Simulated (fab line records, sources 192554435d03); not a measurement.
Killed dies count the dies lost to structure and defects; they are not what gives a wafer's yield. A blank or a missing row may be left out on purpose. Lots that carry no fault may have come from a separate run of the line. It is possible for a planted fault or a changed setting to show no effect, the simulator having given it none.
Chamber matching	flow n5-finfet	rie-diel-06 running N5_BEOL_M7_ETCH_66: 4 sister chambers
The step etches SOC in N2/H2, target depth 80 nm, overetch 16 nm, time 120 s. 8 wafers are shown with their chamber, then 8 later ones without.

## WAFERS WITH THEIR CHAMBER
wafer	chamber	showerhead-plenum-p-Torr (Torr)	drypump-motor-current-A (A)
L082.2	2	2.63	5.6
L082.4	1	2.52	6.6
L089.3	3	2.61	5.6
L089.4	1	2.52	6.5
L090.4	2	2.62	5.6
L090.5	3	2.61	5.7
L090.6	0	2.44	5.2
L092.4	0	2.44	5.2

## WAFERS WITHOUT THEIR CHAMBER
wafer	showerhead-plenum-p-Torr (Torr)	drypump-motor-current-A (A)
L092.5	2.52	6.5
L092.6	2.62	5.6
L095.1	2.52	6.6
L095.3	2.44	5.2
L095.5	2.44	5.2
L096.1	2.61	5.6
L096.5	2.61	5.6
L096.6	2.44	5.2

## WHICH CHAMBER EACH ONE RAN IN
wafer	from the rows above	in truth
L092.5	1	1
L092.6	can't be placed: 2 or 3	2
L095.1	1	1
L095.3	0	0
L095.5	0	0
L096.1	3	3
L096.5	3	3
L096.6	0	0
Correctly placed: 7 of 8. Not placeable from these rows: 1 (in 1, the candidates include the true chamber). Placed wrongly: 0.
How it was worked out, from the rows above alone: a wafer's distance from a chamber is the root of the sum, over the readings, of the square of ((its reading less the chamber's mean) divided by the reading's scatter). The wafer belongs to the nearest chamber; if the next one is less than 2 further off, it can't be placed. Each chamber's mean is taken over the wafers shown for it. The scatter: take each reading less its chamber's mean, square it, sum over the shown wafers, divide by the number of wafers less the number of chambers, and take the root.
